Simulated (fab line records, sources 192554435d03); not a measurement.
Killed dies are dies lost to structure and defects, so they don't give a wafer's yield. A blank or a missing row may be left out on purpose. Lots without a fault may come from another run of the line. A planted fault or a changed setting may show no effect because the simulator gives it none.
fab line records | flow n5_finfet | part 1 of 2: steps 1 to 17 of 25
record lots=5 wafers=15 last_day=16
route steps=1938 shown FIN_CUT@160 STI_FIN_REVEAL@183
lots that met no fault: from a run of the same line without faults
start_h: hours from the record's first day to the start of the lot's first wafer shown | wait_h: hours since the lot's step before | " the same as in the row above | L1.1+2: a row that stands for several wafers | - no value, or no start given | * or withheld: withheld | < > ~ a bound
route shown NAME@n: a module of which the file shows steps, and the number in the route of the first | usual: mean/standard deviation of fault-free wafers | same: alike in all rows | chamber/n: place in a boat | sites: the reading at each site | _std_site: their standard deviation | _edge_site: outer sites' mean less inner sites' | radius_mm: how far each site lies from the wafer's centre | mask NAME#n: copy n | behind: the tool/chamber that last shaped the wafer | hold: why the lot was held/for how many hours/how that ended | device: the transistor (n, p or np) that didn't switch | end of line: the same wafers' tests at the end of the route | a step without rows: its recipe alone | killed: dies lost to structure and defects at the first sort, not the wafer's yield | map: a wafer's dies, x killed, . not, _ none there
set.NAME: the setting as run; set.NAME@STEP: as run at that earlier step | model.NAME: the simulator's own value behind a step, which no gauge read
lots at some steps of the route; a table a step, a row a wafer
services: from which hour (start_h, from the record's first day; less than 0 if before it) a tool's chamber was out of use, for how many hours, and why
## steps
# step N5_FIN_CUT_EXPOSE_05
# recipe mask_id=FIN_CUT na=0.33 source_shape=annular sigma_inner=0.35 sigma_outer=0.8 polarization=unpolarized dose_mj=45.75
# usual exposure_dose_mJ_cm2=46.1/0.36 focus_offset_nm=0.0/0.47
# columns lot.wafer tool chamber start_h wait_h mask exposure_dose_mJ_cm2 focus_offset_nm
L074.2 euv_scanner-02 0 26.92 - FIN_CUT#0 46.4 0.0
L074.3 " 0 " " FIN_CUT#0 46.4 -0.3
L074.4 " 0 " " FIN_CUT#0 46.4 -0.2
L077.2 euv_scanner-01 0 46.87 - FIN_CUT#0 45.7 0.7
L077.4 " 0 " " FIN_CUT#0 45.7 0.5
L077.5 " 0 " " FIN_CUT#0 45.7 0.3
L078.1 euv_scanner-01 0 51.84 - FIN_CUT#0 45.7 -0.1
L078.2 " 0 " " FIN_CUT#0 45.7 1.0
L078.6 " 0 " " FIN_CUT#0 45.7 0.0
L085.1 euv_scanner-02 0 93.08 - FIN_CUT#0 46.4 0.5
L085.4 " 0 " " FIN_CUT#0 46.4 0.6
L085.5 " 0 " " FIN_CUT#0 46.4 0.1
L088.1 euv_scanner-02 0 112.04 - FIN_CUT#0 46.4 0.2
L088.4 " 0 " " FIN_CUT#0 46.4 -0.4
L088.6 " 0 " " FIN_CUT#0 46.4 -0.5
# step N5_FIN_CUT_PEB_06
# recipe peb_temp_c=100 peb_time_s=60 resist=CAR-EUV
# columns lot.wafer tool chamber start_h wait_h
L074.2+3+4 litho_track-02 0 26.99 0.1
L077.2+4+5 litho_track-01 0 46.93 0.1
L078.1+2+6 litho_track-05 0 51.91 0.1
L085.1+4+5 litho_track-02 0 93.15 0.1
L088.1+4+6 litho_track-05 0 112.11 0.1
# step N5_FIN_CUT_DEVELOP_07
# recipe develop_time_s=30 developer=TMAH resist=CAR-EUV rinse_liquid=surfactant_rinse dry=air_spin dev_temp_c=23
# columns lot.wafer tool chamber start_h wait_h
L074.2+3+4 litho_track-02 0 - -
L077.2+4+5 litho_track-01 0 - -
L078.1+2+6 litho_track-05 0 - -
L085.1+4+5 litho_track-02 0 - -
L088.1+4+6 litho_track-05 0 - -
# step N5_FIN_CUT_CD_MEAS_08
# recipe target_cd_nm=29.1 landing_energy_ev=500 detector=se_inlens polarity=opening
# usual cd_nm=29.13/0.25
# columns lot.wafer tool chamber start_h wait_h cd_nm
L074.2 cd_sem-01 0 27.05 - 29.29
L074.3 " 0 " " 28.99
L074.4 " 0 " " 29.22
L077.2 cd_sem-03 0 46.99 - 29.50
L077.4 " 0 " " 28.79
L077.5 " 0 " " 29.40
L078.1 cd_sem-02 0 51.98 - 29.61
L078.2 " 0 " " 29.17
L078.6 " 0 " " 29.13
L085.1 cd_sem-03 0 93.22 - 29.10
L085.4 " 0 " " 28.94
L085.5 " 0 " " 29.20
L088.1 cd_sem-03 0 112.18 - 29.35
L088.4 " 0 " " 29.27
L088.6 " 0 " " 29.04
# step N5_FIN_CUT_OVL_MEAS_09
# recipe points_per_wafer=522
# usual FIN_CUT_OVL=-0.3/0.57
# same points_per_wafer=522
# columns lot.wafer tool chamber start_h wait_h FIN_CUT_OVL[nm]
L074.2 overlay-01 0 27.09 0.0 0.9
L074.3 " 0 " " -0.1
L074.4 " 0 " " 0.5
L077.2 overlay-01 0 47.03 0.0 -0.7
L077.4 " 0 " " -0.7
L077.5 " 0 " " -0.2
L078.1 overlay-02 0 52.01 0.0 -0.9
L078.2 " 0 " " 0.0
L078.6 " 0 " " -1.0
L085.1 overlay-01 0 93.25 0.0 -0.5
L085.4 " 0 " " -0.5
L085.5 " 0 " " -1.4
L088.1 overlay-02 0 112.21 0.0 0.1
L088.4 " 0 " " -0.2
L088.6 " 0 " " -1.4
# step N5_FIN_CUT_INSPECT_10
# recipe mode=adi inspect_instrument=brightfield
# usual raw_defect_count=41/10
# columns lot.wafer tool chamber start_h wait_h raw_defect_count
L074.2 defect_inspect-02 - 27.14 0.0 59
L074.3 " - " " 29
L074.4 " - " " 25
L077.2 defect_inspect-02 - 47.08 0.0 27
L077.4 " - " " 30
L077.5 " - " " 46
L078.1 defect_inspect-02 - 52.06 0.1 39
L078.2 " - " " 43
L078.6 " - " " 42
L085.1 defect_inspect-01 - 93.31 0.1 30
L085.4 " - " " 28
L085.5 " - " " 31
L088.1 defect_inspect-01 - 112.27 0.1 51
L088.4 " - " " 52
L088.6 " - " " 41
# step N5_FIN_CUT_DESCUM_13
# recipe chemistry=O2 time_s=7 source_power_w=50 bias_power_w=20 pressure_mtorr=20 rf_frequency_hz=2.712e+07 temp_c=40 resist=CAR-EUV o2_flow_sccm=225
# usual drypump_motor_current_A=5.9/0.36 oes_product_au=0.78/0.099 rf_vpp_V=243.1/1.5 showerhead_plenum_p_Torr=2.09/0.083 temp_c=40.01/0.1 throttle_valve_pct=20.47/0.22
# columns lot.wafer tool chamber start_h wait_h drypump_motor_current_A oes_product_au rf_hours_counter_h rf_vpp_V showerhead_plenum_p_Torr temp_c throttle_valve_pct
L074.2 rie_diel-04 1 27.42 0.3 5.8 0.70 189 243.0 2.07 40.22 20.51
L074.3 " 0 " " 6.3 0.72 199 241.0 2.01 39.98 20.80
L074.4 " 3 " " 5.4 0.94 6 243.8 2.15 39.82 20.06
L077.2 rie_diel-06 0 47.12 0.0 5.9 0.69 247 242.2 2.16 40.02 20.46
L077.4 " 1 " " 5.9 0.71 209 241.4 1.96 39.99 20.45
L077.5 " 1 " " 5.9 0.71 - 241.5 1.96 39.95 20.44
L078.1 rie_diel-06 1 52.10 0.0 5.9 0.70 210 240.8 1.96 40.08 20.42
L078.2 " 0 " " 5.9 0.69 247 244.6 2.16 40.02 20.45
L078.6 " 0 " " 5.8 0.69 - 244.0 2.16 40.08 20.46
L085.1 rie_diel-04 2 93.34 0.0 5.4 0.78 127 245.6 2.21 40.01 20.71
L085.4 " 0 " " 6.3 0.70 221 240.6 2.00 40.01 20.83
L085.5 " 2 " " 5.4 0.77 - 244.0 2.21 40.09 20.69
L088.1 rie_diel-06 0 112.30 0.0 5.9 0.95 9 243.0 2.16 39.96 20.11
L088.4 " 2 " " 5.9 0.77 113 244.7 2.22 39.90 20.24
L088.6 " 0 " " 5.9 0.95 - 243.3 2.16 40.04 20.12
# step N5_FIN_CUT_ETCH_30
# recipe chemistry=N2/H2 target=underlayer target_depth_a=130 mask_material=CAR-EUV time_s=10.4 ion_energy_ev=200 pressure_mtorr=30 source_w=840 bias_w=150 n2_flow_sccm=200 h2_flow_sccm=200 ends=cleared
# usual drypump_motor_current_A=5.9/0.36 etch_rf_on_time_s=10.5/0.32 oes_product_au=0.67/0.085 rf_vpp_V=523.6/2.5 showerhead_plenum_p_Torr=2.54/0.093 throttle_valve_pct=17.95/0.25
# columns lot.wafer tool chamber start_h wait_h drypump_motor_current_A etch_rf_on_time_s oes_product_au rf_hours_counter_h rf_vpp_V showerhead_plenum_p_Torr throttle_valve_pct
L074.2 rie_diel-04 1 27.45 0.0 5.8 10.6 0.60 189 523.9 2.54 18.08
L074.3 " 0 " " 6.3 10.6 0.61 199 520.8 2.42 18.16
L074.4 " 3 " " 5.4 9.8 0.83 6 525.9 2.62 17.60
L077.2 rie_diel-06 0 47.15 0.0 5.9 10.4 0.59 247 527.0 2.61 17.74
L077.4 " 1 " " 5.9 10.5 0.60 209 520.4 2.40 18.02
L077.5 " 1 " " 5.9 10.5 0.61 - 520.3 2.40 18.02
L078.1 rie_diel-06 1 52.13 0.0 5.9 10.4 0.61 210 521.8 2.40 18.02
L078.2 " 0 " " 5.9 10.2 0.60 247 527.1 2.60 17.75
L078.6 " 0 " " 5.9 10.2 0.60 - 525.1 2.60 17.74
L085.1 rie_diel-04 2 93.38 0.0 5.3 10.4 0.65 127 527.7 2.67 17.93
L085.4 " 0 " " 6.4 10.7 0.60 221 520.6 2.42 18.19
L085.5 " 2 " " 5.4 10.5 0.65 - 528.0 2.67 17.95
L088.1 rie_diel-06 0 112.34 0.0 5.9 10.0 0.82 9 526.1 2.60 17.36
L088.4 " 2 " " 5.9 10.9 0.64 113 526.8 2.67 17.59
L088.6 " 0 " " 5.9 9.9 0.82 - 524.7 2.60 17.35
# step N5_FIN_CUT_ETCH_20
# recipe chemistry=CF4 target=SiARC target_depth_a=260 mask_material=CAR-EUV time_s=43.3 ion_energy_ev=80 pressure_mtorr=40 source_w=545 bias_w=36 Ar_flow_sccm=100 cf4_flow_sccm=100 ends=cleared
# usual drypump_motor_current_A=5.9/0.36 etch_rf_on_time_s=43.8/1.2 oes_product_au=0.67/0.084 rf_vpp_V=184.1/1.2 showerhead_plenum_p_Torr=2.14/0.074 throttle_valve_pct=15.65/0.24
# columns lot.wafer tool chamber start_h wait_h drypump_motor_current_A etch_rf_on_time_s oes_product_au rf_hours_counter_h rf_vpp_V showerhead_plenum_p_Torr throttle_valve_pct
L074.2 rie_diel-04 1 27.47 0.0 5.8 43.5 0.61 189 183.0 2.14 15.78
L074.3 " 0 " " 6.3 44.4 0.61 199 184.3 2.04 15.83
L074.4 " 3 " " 5.4 41.1 0.83 6 183.7 2.20 15.20
L077.2 rie_diel-06 0 47.17 0.0 5.9 42.7 0.60 247 186.3 2.21 15.68
L077.4 " 1 " " 5.9 42.7 0.61 209 182.6 2.04 15.80
L077.5 " 1 " " 5.9 43.0 0.61 - 183.6 2.04 15.80
L078.1 rie_diel-06 1 52.15 0.0 5.9 43.8 0.61 210 182.4 2.04 15.79
L078.2 " 0 " " 5.9 43.5 0.59 247 185.7 2.21 15.69
L078.6 " 0 " " 5.9 43.2 0.60 - 185.8 2.21 15.68
L085.1 rie_diel-04 2 93.40 0.0 5.4 43.2 0.66 127 186.7 2.25 15.77
L085.4 " 0 " " 6.3 44.3 0.60 221 184.4 2.03 15.88
L085.5 " 2 " " 5.4 43.2 0.66 - 184.3 2.25 15.77
L088.1 rie_diel-06 0 112.36 0.0 5.8 41.4 0.82 9 184.5 2.20 15.22
L088.4 " 2 " " 5.9 45.3 0.64 113 184.4 2.23 15.29
L088.6 " 0 " " 5.8 41.5 0.80 - 183.9 2.20 15.22
# step N5_FIN_CUT_ETCH_21
# recipe chemistry=N2/H2 target=SOC target_depth_a=2190 overetch_a=438 mask_material=SiARC temp_c=40 ion_energy_ev=100 bias_w=61 time_s=523.5 pressure_mtorr=30 source_w=850 n2_flow_sccm=200 h2_flow_sccm=200
# usual drypump_motor_current_A=5.9/0.36 oes_product_au=0.72/0.086 rf_vpp_V=240.6/1.4 showerhead_plenum_p_Torr=2.54/0.093 temp_c=40.03/0.11 throttle_valve_pct=17.90/0.25
# columns lot.wafer tool chamber start_h wait_h drypump_motor_current_A oes_product_au rf_hours_counter_h rf_vpp_V showerhead_plenum_p_Torr temp_c throttle_valve_pct
L074.2 rie_diel-04 1 27.51 0.0 5.8 0.66 189 241.3 2.54 40.10 18.04
L074.3 " 0 " " 6.3 0.67 199 240.5 2.42 39.85 18.12
L074.4 " 3 " " 5.4 0.86 6 240.4 2.62 39.98 17.53
L077.2 rie_diel-06 0 47.21 0.0 5.8 0.65 247 242.0 2.60 40.08 17.69
L077.4 " 1 " " 5.9 0.66 209 240.8 2.40 39.94 17.97
L077.5 " 1 " " 5.9 0.66 - 239.9 2.40 39.88 17.98
L078.1 rie_diel-06 1 52.19 0.0 5.9 0.65 210 239.5 2.40 39.82 17.97
L078.2 " 0 " " 5.9 0.65 247 242.2 2.60 39.93 17.69
L078.6 " 0 " " 5.9 0.64 - 241.1 2.60 39.93 17.70
L085.1 rie_diel-04 2 93.43 0.0 5.4 0.71 128 242.5 2.67 39.99 17.89
L085.4 " 0 " " 6.3 0.65 221 239.2 2.42 39.93 18.14
L085.5 " 2 " " 5.4 0.71 - 242.9 2.67 39.95 17.90
L088.1 rie_diel-06 0 112.39 0.0 5.8 0.87 9 241.3 2.60 40.01 17.29
L088.4 " 2 " " 5.9 0.71 113 243.1 2.67 40.01 17.54
L088.6 " 0 " " 5.9 0.86 - 242.2 2.60 40.07 17.29
# step N5_FIN_CUT_STRIP_23
# recipe chemistry=N2/H2 temp_c=40 n2_flow_sccm=200 h2_flow_sccm=200 rf_frequency_hz=6e+07
# columns lot.wafer tool chamber start_h wait_h
L074.2+3+4 rie_diel-04 1,0,3 27.81 0.2
L077.2+4+5 rie_diel-06 0,1,1 47.51 0.2
L078.1+2+6 rie_diel-06 1,0,0 52.50 0.2
L085.1+4+5 rie_diel-04 2,0,2 93.74 0.2
L088.1+4+6 rie_diel-06 0,2,0 112.70 0.2
# step N5_FIN_CUT_STRIP_31
# recipe chemistry=N2/H2 temp_c=40 n2_flow_sccm=200 h2_flow_sccm=200 rf_frequency_hz=6e+07
# columns lot.wafer tool chamber start_h wait_h
L074.2+3+4 rie_diel-04 1,0,3 27.82 0.0
L077.2+4+5 rie_diel-06 0,1,1 47.52 0.0
L078.1+2+6 rie_diel-06 1,0,0 52.51 0.0
L085.1+4+5 rie_diel-04 2,0,2 93.75 0.0
L088.1+4+6 rie_diel-06 0,2,0 112.71 0.0
# step N5_FIN_CUT_STRIP_24
# recipe chemistry=CF4 resist=SiARC power_w=300 bias_power_w=75 pressure_mtorr=50 cf4_flow_sccm=150 rf_frequency_hz=6e+07
# usual drypump_motor_current_A=5.9/0.36 oes_product_au=0.78/0.092 rf_vpp_V=271.0/1.6 showerhead_plenum_p_Torr=1.79/0.061 throttle_valve_pct=13.61/0.25
# columns lot.wafer tool chamber start_h wait_h drypump_motor_current_A oes_product_au rf_hours_counter_h rf_vpp_V showerhead_plenum_p_Torr throttle_valve_pct
L074.2 rie_diel-04 1 27.83 0.0 5.8 0.71 189 271.4 1.79 13.73
L074.3 " 0 " " 6.3 0.71 199 269.7 1.71 13.81
L074.4 " 3 " " 5.4 0.93 6 271.0 1.84 13.10
L077.2 rie_diel-06 0 47.53 0.0 5.8 0.69 247 272.7 1.85 13.70
L077.4 " 1 " " 5.9 0.71 210 268.7 1.72 13.80
L077.5 " 1 " " 5.9 0.71 - 268.9 1.72 13.80
L078.1 rie_diel-06 1 52.52 0.0 5.9 0.71 210 269.4 1.72 13.81
L078.2 " 0 " " 5.9 0.69 247 272.0 1.85 13.69
L078.6 " 0 " " 5.9 0.69 - 271.3 1.85 13.72
L085.1 rie_diel-04 2 93.76 0.0 5.4 0.76 128 273.6 1.89 13.73
L085.4 " 0 " " 6.3 0.70 221 268.9 1.70 13.86
L085.5 " 2 " " 5.4 0.77 - 273.1 1.89 13.73
L088.1 rie_diel-06 0 112.72 0.0 5.8 0.93 9 271.7 1.85 13.17
L088.4 " 2 " " 5.9 0.76 113 272.6 1.87 13.28
L088.6 " 0 " " 5.9 0.93 - 271.6 1.85 13.16
# step N5_FIN_CUT_CUT_ETCH_26
# recipe chemistry=CH3F/O2 target=SiNx target_depth_a=390 mask_material=SOC time_s=55.7 pressure_mtorr=30 source_w=395 bias_w=73 Ar_flow_sccm=150 CH3F_flow_sccm=30 O2_flow_sccm=20 ion_energy_ev=120
# usual drypump_motor_current_A=5.9/0.36 oes_product_au=0.78/0.098 rf_vpp_V=298/5.1 showerhead_plenum_p_Torr=2.00/0.074 throttle_valve_pct=16.42/0.23
# columns lot.wafer tool chamber start_h wait_h drypump_motor_current_A oes_product_au rf_hours_counter_h rf_vpp_V showerhead_plenum_p_Torr throttle_valve_pct
L074.2 rie_diel-04 1 27.85 0.0 5.8 0.70 189 290 2.00 16.56
L074.3 " 0 " " 6.3 0.71 199 305 1.90 16.62
L074.4 " 3 " " 5.4 0.97 6 299 2.06 15.98
L077.2 rie_diel-06 0 47.55 0.0 5.9 0.69 247 297 2.06 16.42
L077.4 " 1 " " 6.0 0.71 210 297 1.89 16.50
L077.5 " 1 " " 5.9 0.71 - 296 1.89 16.49
L078.1 rie_diel-06 1 52.54 0.0 6.0 0.71 210 297 1.89 16.49
L078.2 " 0 " " 5.9 0.69 247 297 2.06 16.42
L078.6 " 0 " " 5.9 0.69 - 296 2.06 16.43
L085.1 rie_diel-04 2 93.78 0.0 5.4 0.76 128 308 2.10 16.50
L085.4 " 0 " " 6.3 0.70 221 305 1.89 16.65
L085.5 " 2 " " 5.4 0.77 - 309 2.11 16.51
L088.1 rie_diel-06 0 112.74 0.0 5.9 0.95 9 297 2.06 15.97
L088.4 " 2 " " 5.9 0.76 113 299 2.09 16.05
L088.6 " 0 " " 5.9 0.94 - 297 2.06 15.99
# step N5_FIN_CUT_CUT_ETCH_27
# recipe chemistry=CHF3/O2 target=SiO2 target_depth_a=40 mask_material=SOC overetch_a=20 time_s=4.9 pressure_mtorr=30 source_w=650 bias_w=170 Ar_flow_sccm=200 CHF3_flow_sccm=50 O2_flow_sccm=5 ion_energy_ev=200
# usual drypump_motor_current_A=5.9/0.36 oes_product_au=0.62/0.074 rf_vpp_V=525/9 showerhead_plenum_p_Torr=2.40/0.084 throttle_valve_pct=18.88/0.23
# columns lot.wafer tool chamber start_h wait_h drypump_motor_current_A oes_product_au rf_hours_counter_h rf_vpp_V showerhead_plenum_p_Torr throttle_valve_pct
L074.2 rie_diel-04 1 27.90 0.0 5.8 0.56 189 512 2.41 19.03
L074.3 " 0 " " 6.3 0.58 199 533 2.29 19.04
L074.4 " 3 " " 5.4 0.74 6 525 2.48 18.46
L077.2 rie_diel-06 0 47.60 0.0 5.8 0.55 247 521 2.48 18.82
L077.4 " 1 " " 6.0 0.56 210 522 2.28 18.93
L077.5 " 1 " " 6.0 0.56 - 526 2.28 18.94
L078.1 rie_diel-06 1 52.58 0.0 5.9 0.56 210 524 2.28 18.94
L078.2 " 0 " " 5.9 0.55 247 521 2.48 18.82
L078.6 " 0 " " 5.9 0.55 - 522 2.48 18.82
L085.1 rie_diel-04 2 93.82 0.0 5.4 0.62 128 544 2.53 18.99
L085.4 " 0 " " 6.3 0.56 221 534 2.28 19.08
L085.5 " 2 " " 5.4 0.61 - 544 2.53 19.01
L088.1 rie_diel-06 0 112.78 0.0 5.8 0.74 9 522 2.47 18.45
L088.4 " 2 " " 5.9 0.60 113 525 2.51 18.46
L088.6 " 0 " " 5.8 0.73 - 524 2.47 18.45
# step N5_FIN_CUT_PRECLEAN_35
# recipe time_s=13.3 temp_c=45 pressure_torr=125 p_hf_torr=3 p_coreactant_torr=25 chemistry=vHF
# usual drypump_motor_current_A=5.4/0.54 temp_c=45.00/0.11
# columns lot.wafer tool chamber start_h wait_h drypump_motor_current_A temp_c
L074.2 vapor_etch-02 1 27.97 0.0 6.2 44.72
L074.3 " 0 " " 4.9 45.13
L074.4 " 1 " " 6.2 44.86
L077.2 vapor_etch-01 1 47.80 0.2 5.1 44.74
L077.4 " 1 " " 5.1 45.07
L077.5 " 0 " " 5.2 44.86
L078.1 vapor_etch-02 1 52.65 0.0 6.2 45.12
L078.2 " 0 " " 4.9 45.03
L078.6 " 1 " " 6.2 45.03
L085.1 vapor_etch-01 0 93.89 0.0 5.2 44.99
L085.4 " 1 " " 5.1 44.74
L085.5 " 1 " " 5.1 45.02
L088.1 vapor_etch-01 0 112.85 0.0 5.2 45.29
L088.4 " 1 " " 5.1 44.94
L088.6 " 0 " " 5.2 45.09
# step N5_FIN_CUT_CUT_ETCH_15
# recipe chemistry=HBr/Cl2/O2 target=Si target_depth_a=1000 bt_time_s=10 mask_material=SOC time_s=42.4 ion_energy_ev=* bias_w=* pressure_mtorr=10 icp_w=800 HBr_flow_sccm=150 Cl2_flow_sccm=80 O2_flow_sccm=12
# usual drypump_motor_current_A=5.6/0.44 oes_product_au=1.005/0.011 throttle_valve_pct=37.25/0.26
# columns lot.wafer tool chamber start_h wait_h drypump_motor_current_A oes_product_au rf_hours_counter_h throttle_valve_pct
L074.2 rie_si-03 0 28.05 0.1 5.8 1.015 1 37.37
L074.3 " 2 " " 5.9 0.995 181 37.41
L074.4 " 1 " " 5.5 1.016 160 37.63
L077.2 rie_si-05 3 47.88 0.1 5.1 1.015 122 37.49
L077.4 " 1 " " 5.9 1.004 80 37.28
L077.5 " 2 " " 5.1 1.012 - 36.83
L078.1 rie_si-02 0 52.73 0.1 5.1 1.000 185 37.06
L078.2 " 1 " " 5.5 1.003 5 37.00
L078.6 " 3 " " 6.0 0.997 - 37.23
L085.1 rie_si-03 2 93.97 0.1 5.8 0.997 183 37.41
L085.4 " 3 " " 6.2 1.014 69 37.09
L085.5 " 1 " " 5.5 1.020 - 37.63
L088.1 rie_si-03 3 112.93 0.1 6.1 1.011 69 37.09
L088.4 " 2 " " 5.9 0.998 183 37.41
L088.6 " 0 " " 5.8 1.004 - 37.37
